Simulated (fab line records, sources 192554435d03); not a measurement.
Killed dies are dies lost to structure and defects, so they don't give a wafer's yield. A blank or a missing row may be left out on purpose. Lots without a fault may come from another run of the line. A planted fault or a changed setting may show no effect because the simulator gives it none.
Which tool did it? | flow n5_finfet | 24 lots, 72 wafers sampled, at 6 steps of a route of 1938

WHAT THE GAUGES READ, wafer by wafer
N5_BEOL_M14_RS_MEAS_54: measures by four-point-probe.
lot  | measured     | on            | M14_RS (ohm/sq)
L074 | day 11 21:11 | film_metro-02 | 0.0321 0.0329 0.0345
L075 | day 12 06:33 | film_metro-01 | 0.0334 0.0321 0.0340
L077 | day 12 13:17 | film_metro-02 | 0.0345 0.0348 0.0325
L076 | day 12 23:44 | film_metro-02 | 0.0354 0.0327 0.0333
L079 | day 13 03:19 | film_metro-02 | 0.0335 0.0324 0.0346
L080 | day 13 08:38 | film_metro-01 | 0.0340 0.0327 0.0314
L081 | day 13 09:43 | film_metro-02 | 0.0356 0.0339 0.0327
L082 | day 13 23:22 | film_metro-01 | 0.0334 0.0325 0.0332
L078 | day 14 05:31 | film_metro-01 | 0.0327 0.0320 0.0328
L083 | day 14 11:48 | film_metro-02 | 0.0324 0.0325 0.0336
L084 | day 14 16:50 | film_metro-01 | 0.0328 0.0334 0.0333
L085 | day 15 06:06 | film_metro-01 | 0.0340 0.0327 0.0336
L086 | day 15 06:22 | film_metro-02 | 0.0322 0.0354 0.0331
L088 | day 15 13:20 | film_metro-01 | 0.0330 0.0333 0.0331
L087 | day 15 21:25 | film_metro-02 | 0.0310 0.0322 0.0322
L090 | day 16 13:20 | film_metro-01 | 0.0351 0.0326 0.0349
L089 | day 16 16:55 | film_metro-02 | 0.0327 0.0349 0.0349
L091 | day 16 20:32 | film_metro-01 | 0.0326 0.0331 0.0333
L092 | day 17 07:29 | film_metro-02 | 0.0329 0.0354 0.0328
L095 | day 17 14:36 | film_metro-01 | 0.0315 0.0331 0.0327
L094 | day 17 14:51 | film_metro-02 | 0.0326 0.0331 0.0318
L093 | day 17 16:38 | film_metro-01 | 0.0344 0.0329 0.0345
L096 | day 18 01:17 | film_metro-02 | 0.0351 0.0319 0.0349
L097 | day 18 06:15 | film_metro-01 | 0.0337 0.0327 0.0322

N5_BEOL_M15_OVL_MEAS_11.
lot  | measured     | on         | V14_OVL (nm)
L074 | day 11 21:50 | overlay-01 | 7 12 8
L075 | day 12 07:19 | overlay-02 | 0 1 -5
L077 | day 12 14:03 | overlay-01 | 8 6 0
L076 | day 13 00:23 | overlay-01 | 6 5 0
L079 | day 13 04:05 | overlay-01 | 1 4 -5
L080 | day 13 09:17 | overlay-02 | -7 -1 4
L081 | day 13 10:29 | overlay-01 | 1 5 1
L082 | day 14 00:08 | overlay-02 | 0 2 3
L078 | day 14 06:10 | overlay-01 | 8 11 9
L083 | day 14 12:34 | overlay-01 | 2 -9 -5
L084 | day 14 17:37 | overlay-02 | -2 -4 -6
L085 | day 15 06:52 | overlay-01 | -7 0 0
L086 | day 15 07:01 | overlay-02 | -3 -6 0
L088 | day 15 13:59 | overlay-01 | 5 7 10
L087 | day 15 22:11 | overlay-01 | -7 0 -4
L090 | day 16 14:06 | overlay-01 | 9 13 9
L089 | day 16 17:42 | overlay-01 | -1 6 6
L091 | day 16 21:18 | overlay-01 | -3 -8 5
L092 | day 17 08:22 | overlay-02 | 3 8 3
L095 | day 17 15:29 | overlay-01 | 2 11 2
L094 | day 17 15:38 | overlay-02 | -3 0 2
L093 | day 17 17:31 | overlay-02 | 8 7 -2
L096 | day 18 02:02 | overlay-01 | 7 9 13
L097 | day 18 06:54 | overlay-02 | 6 -2 5

N5_BEOL_M15_CD_MEAS_28: target cd 407.6 nm.
lot  | measured     | on        | cd_nm (nm)
L074 | day 11 23:28 | cd_sem-02 | 406.6 403.8 403.9
L075 | day 12 08:49 | cd_sem-01 | 408.6 406.7 405.7
L077 | day 12 15:51 | cd_sem-01 | 408.8 410.7 408.3
L076 | day 13 01:49 | cd_sem-01 | 408.6 404.1 407.9
L079 | day 13 05:38 | cd_sem-02 | 407.8 410.4 408.7
L080 | day 13 10:51 | cd_sem-03 | 407.2 405.7 409.9
L081 | day 13 12:05 | cd_sem-02 | 409.3 407.3 407.8
L082 | day 14 01:49 | cd_sem-01 | 403.1 404.6 404.2
L078 | day 14 07:43 | cd_sem-03 | 407.7 409.4 403.9
L083 | day 14 14:01 | cd_sem-01 | 402.6 405.7 408.2
L084 | day 14 19:10 | cd_sem-01 | 408.4 409.8 407.8
L085 | day 15 08:34 | cd_sem-01 | 407.0 407.5 405.1
L086 | day 15 08:43 | cd_sem-03 | 406.7 406.5 405.4
L088 | day 15 15:31 | cd_sem-01 | 410.4 408.0 404.6
L087 | day 15 23:50 | cd_sem-01 | 409.0 410.2 407.7
L090 | day 16 15:40 | cd_sem-01 | 407.4 409.1 406.6
L089 | day 16 19:18 | cd_sem-01 | 406.1 404.9 406.6
L091 | day 16 22:44 | cd_sem-03 | 403.7 406.5 406.6
L092 | day 17 10:02 | cd_sem-03 | 403.2 407.6 406.6
L095 | day 17 16:55 | cd_sem-02 | 406.5 404.1 404.1
L094 | day 17 17:12 | cd_sem-02 | 403.8 406.6 409.6
L093 | day 17 19:24 | cd_sem-03 | 406.6 406.7 405.0
L096 | day 18 03:35 | cd_sem-03 | 406.0 409.0 404.6
L097 | day 18 08:43 | cd_sem-03 | 407.7 409.6 406.5

N5_BEOL_M15_RS_MEAS_54: measures by four-point-probe.
lot  | measured     | on            | M15_RS (ohm/sq)
L074 | day 12 06:17 | film_metro-02 | 0.0214 0.0213 0.0214
L075 | day 12 11:29 | film_metro-02 | 0.0199 0.0219 0.0214
L077 | day 12 20:07 | film_metro-02 | 0.0214 0.0217 0.0222
L076 | day 13 04:22 | film_metro-02 | 0.0220 0.0214 0.0197
L079 | day 13 12:19 | film_metro-02 | 0.0219 0.0222 0.0220
L080 | day 13 15:31 | film_metro-02 | 0.0217 0.0215 0.0220
L081 | day 13 18:08 | film_metro-02 | 0.0216 0.0221 0.0218
L082 | day 14 07:46 | film_metro-01 | 0.0217 0.0218 0.0220
L078 | day 14 12:04 | film_metro-02 | 0.0221 0.0218 0.0219
L083 | day 14 16:30 | film_metro-02 | 0.0210 0.0219 0.0219
L084 | day 14 21:46 | film_metro-01 | 0.0222 0.0214 0.0219
L085 | day 15 12:35 | film_metro-02 | 0.0221 0.0217 0.0214
L086 | day 15 12:51 | film_metro-02 | 0.0219 0.0225 0.0217
L088 | day 15 19:46 | film_metro-01 | 0.0213 0.0220 0.0222
L087 | day 16 03:54 | film_metro-01 | 0.0219 0.0213 0.0220
L090 | day 16 17:56 | film_metro-02 | 0.0221 0.0211 0.0196
L089 | day 17 01:56 | film_metro-02 | 0.0219 0.0217 0.0217
L091 | day 17 02:14 | film_metro-02 | 0.0223 0.0218 0.0217
L092 | day 17 14:11 | film_metro-02 | 0.0225 0.0212 0.0221
L095 | day 17 20:40 | film_metro-01 | 0.0223 0.0222 0.0200
L094 | day 18 01:40 | film_metro-01 | 0.0215 0.0214 0.0222
L093 | day 18 01:54 | film_metro-01 | 0.0202 0.0200 0.0222
L096 | day 18 06:35 | film_metro-01 | 0.0217 0.0217 0.0224
L097 | day 18 14:17 | film_metro-01 | 0.0202 0.0222 0.0225

WHICH TOOL RAN EACH LOT (tool, then ch and the chambers of the sampled wafers, then the start)
lot  | N5_BEOL_M15_DESCUM_33              | N5_BEOL_M15_CMP_49
L074 | rie_diel-01 ch 0,2, day 11 23:35   | cmp-03 ch 1,2,3, day 12 05:56
L075 | rie_diel-02 ch 0,2,3, day 12 08:54 | cmp-03 ch 0,1,3, day 12 11:04
L077 | rie_diel-01 ch 2,3, day 12 15:58   | cmp-03 ch 2,3, day 12 19:42
L076 | rie_diel-02 ch 0,2,3, day 13 01:54 | cmp-02 ch 0,1,2, day 13 03:56
L079 | rie_diel-03 ch 1,3, day 13 05:43   | cmp-02 ch 0,3, day 13 11:53
L080 | rie_diel-03 ch 0,1,3, day 13 10:56 | cmp-03 ch 0,1,2, day 13 15:06
L081 | rie_diel-01 ch 0,1,2, day 13 12:10 | cmp-03 ch 1,2, day 13 17:44
L082 | rie_diel-03 ch 1,3, day 14 03:17   | cmp-04 ch 0,1,2, day 14 07:23
L078 | rie_diel-03 ch 0,3, day 14 07:49   | cmp-04 ch 0,2, day 14 11:41
L083 | rie_diel-03 ch 0,2,3, day 14 14:05 | cmp-03 ch 1,2, day 14 16:04
L084 | rie_diel-03 ch 0,1,2, day 14 19:15 | cmp-04 ch 1,2,3, day 14 21:25
L085 | rie_diel-03 ch 1,2, day 15 08:39   | cmp-04 ch 0,1, day 15 12:10
L086 | rie_diel-01 ch 0,1,3, day 15 08:48 | cmp-04 ch 0,3, day 15 12:28
L088 | rie_diel-02 ch 0,1,3, day 15 15:37 | cmp-04 ch 0,2,3, day 15 19:21
L087 | rie_diel-01 ch 1,2, day 16 00:02   | cmp-02 ch 0,1,3, day 16 03:28
L090 | rie_diel-02 ch 0,1,2, day 16 15:46 | cmp-04 ch 1,3, day 16 17:31
L089 | rie_diel-01 ch 0,2, day 16 19:23   | cmp-04 ch 1,2,3, day 17 01:34
L091 | rie_diel-01 ch 0,1, day 16 22:49   | cmp-04 ch 0,2,3, day 17 01:47
L092 | rie_diel-03 ch 0,1,3, day 17 10:25 | cmp-04 ch 0,2,3, day 17 13:44
L095 | rie_diel-02 ch 1,2,3, day 17 17:08 | cmp-02 ch 0,2,3, day 17 20:14
L094 | rie_diel-03 ch 0,2,3, day 17 17:17 | cmp-02 ch 0,2,3, day 18 01:15
L093 | rie_diel-02 ch 1,2, day 17 19:29   | cmp-02 ch 0,2,3, day 18 01:35
L096 | rie_diel-01 ch 0,1, day 18 03:40   | cmp-02 ch 1,2,3, day 18 06:14
L097 | rie_diel-02 ch 1,2,3, day 18 08:49 | cmp-03 ch 0,3, day 18 13:52
- N5_BEOL_M15_DESCUM_33: chemistry O2, time 7.9 s.
- N5_BEOL_M15_CMP_49: polishes, stops on SiO2, t overpolish 4.9 s, target thk 850 nm.

WHAT THE TOOLS THEMSELVES READ (means of the sampled wafers that have a number; where no wafer has one, the mark that the record gives instead)
N5_BEOL_M15_DESCUM_33.
lot  | tool        | drypump_motor_current_A (A) | oes_product_au (a.u.) | rf_vpp_V (V) | showerhead_plenum_p_Torr (Torr) | throttle_valve_pct (%)
L074 | rie_diel-01 | 6.1                         | 0.76                  | 244.1        | 2.13                            | 20.35
L075 | rie_diel-02 | 6.1                         | 0.85                  | 244.3        | 2.11                            | 20.22
L077 | rie_diel-01 | 6.0                         | 0.70                  | 244.0        | 2.12                            | 20.51
L076 | rie_diel-02 | 6.1                         | 0.83                  | 243.9        | 2.10                            | 20.23
L079 | rie_diel-03 | 6.0                         | 0.83                  | 242.7        | 2.07                            | 20.31
L080 | rie_diel-03 | 5.8                         | 0.78                  | 243.6        | 2.10                            | 20.41
L081 | rie_diel-01 | 6.1                         | 0.81                  | 243.0        | 2.10                            | 20.37
L082 | rie_diel-03 | 6.0                         | 0.81                  | 242.0        | 2.07                            | 20.33
L078 | rie_diel-03 | 6.0                         | 0.70                  | 243.4        | 2.14                            | 20.53
L083 | rie_diel-03 | 6.1                         | 0.79                  | 243.2        | 2.11                            | 20.47
L084 | rie_diel-03 | 5.8                         | 0.85                  | 242.4        | 2.07                            | 20.36
L085 | rie_diel-03 | 6.3                         | 0.90                  | 242.3        | 2.06                            | 20.33
L086 | rie_diel-01 | 6.1                         | 0.80                  | 243.1        | 2.06                            | 20.31
L088 | rie_diel-02 | 6.1                         | 0.75                  | 241.9        | 2.03                            | 20.46
L087 | rie_diel-01 | 6.1                         | 0.79                  | 242.6        | 2.07                            | 20.62
L090 | rie_diel-02 | 6.0                         | 0.79                  | 242.7        | 2.10                            | 20.55
L089 | rie_diel-01 | 6.1                         | 0.74                  | 244.0        | 2.12                            | 20.40
L091 | rie_diel-01 | 6.2                         | 0.84                  | 243.8        | 2.07                            | 20.18
L092 | rie_diel-03 | 5.8                         | 0.82                  | 243.1        | 2.09                            | 20.35
L095 | rie_diel-02 | 5.8                         | 0.77                  | 242.1        | 2.05                            | 20.56
L094 | rie_diel-03 | 6.1                         | 0.83                  | 242.6        | 2.10                            | 20.39
L093 | rie_diel-02 | 5.7                         | 0.82                  | 245.1        | 2.12                            | 20.63
L096 | rie_diel-01 | 6.2                         | 0.83                  | 242.8        | 2.06                            | 20.19
L097 | rie_diel-02 | 5.8                         | 0.75                  | 242.1        | 2.05                            | 20.56

N5_BEOL_M15_CMP_49.
lot  | tool   | barrier_field_endpoint_s (s) | motor_current_A (A) | overpolish_run_s (s)
L074 | cmp-03 | 11.4                         | 8.3                 | 4.906
L075 | cmp-03 | 11.8                         | 7.5                 | 4.902
L077 | cmp-03 | 11.4                         | 9.1                 | 4.895
L076 | cmp-02 | 11.7                         | 8.1                 | 4.899
L079 | cmp-02 | 11.7                         | 8.5                 | 4.902
L080 | cmp-03 | 12.0                         | 8.4                 | 4.903
L081 | cmp-03 | 11.8                         | 8.3                 | 4.910
L082 | cmp-04 | 11.6                         | 7.5                 | 4.900
L078 | cmp-04 | 11.2                         | 7.4                 | 4.902
L083 | cmp-03 | 11.7                         | 8.3                 | 4.898
L084 | cmp-04 | 11.4                         | 7.4                 | 4.899
L085 | cmp-04 | 11.1                         | 7.2                 | 4.896
L086 | cmp-04 | 11.6                         | 8.0                 | 4.897
L088 | cmp-04 | 11.2                         | 7.7                 | 4.901
L087 | cmp-02 | 11.4                         | 8.1                 | 4.905
L090 | cmp-04 | 11.4                         | 7.4                 | 4.908
L089 | cmp-04 | 11.5                         | 7.3                 | 4.901
L091 | cmp-04 | 11.1                         | 8.0                 | 4.899
L092 | cmp-04 | 10.8                         | 7.8                 | 4.897
L095 | cmp-02 | 11.6                         | 8.5                 | 4.906
L094 | cmp-02 | 11.3                         | 8.3                 | 4.903
L093 | cmp-02 | 11.6                         | 8.1                 | 4.903
L096 | cmp-02 | 11.2                         | 8.1                 | 4.890
L097 | cmp-03 | 11.6                         | 7.5                 | 4.895

THE ANSWER, worked out from the rows above alone
Rule: what is usual is taken from the lots themselves. Put in order of their means at a reading, lots are off if they are a third of the lots or fewer, leave a main group of 4 or more, and stand apart from it by a gap of 3 or more times the standard deviation of the main group's means; of several such gaps the widest counts. A main group whose means are all the same, to the digits that the tables above print for the reading, isn't used. A lot without any number at a reading at which 4 lots or more have one is off too. The other lots that the step has rows for count as sound. The gauges are gone through in route order, then the tools' own readings, and for those a lot's mean is taken as printed above. The first step at which some lot is off is used, and at that step the reading that is off furthest; a lot without a number counts as furthest.
No lot is off at any reading shown: from this, nothing can be told.

WHAT THE SIMULATOR HAD PUT IN
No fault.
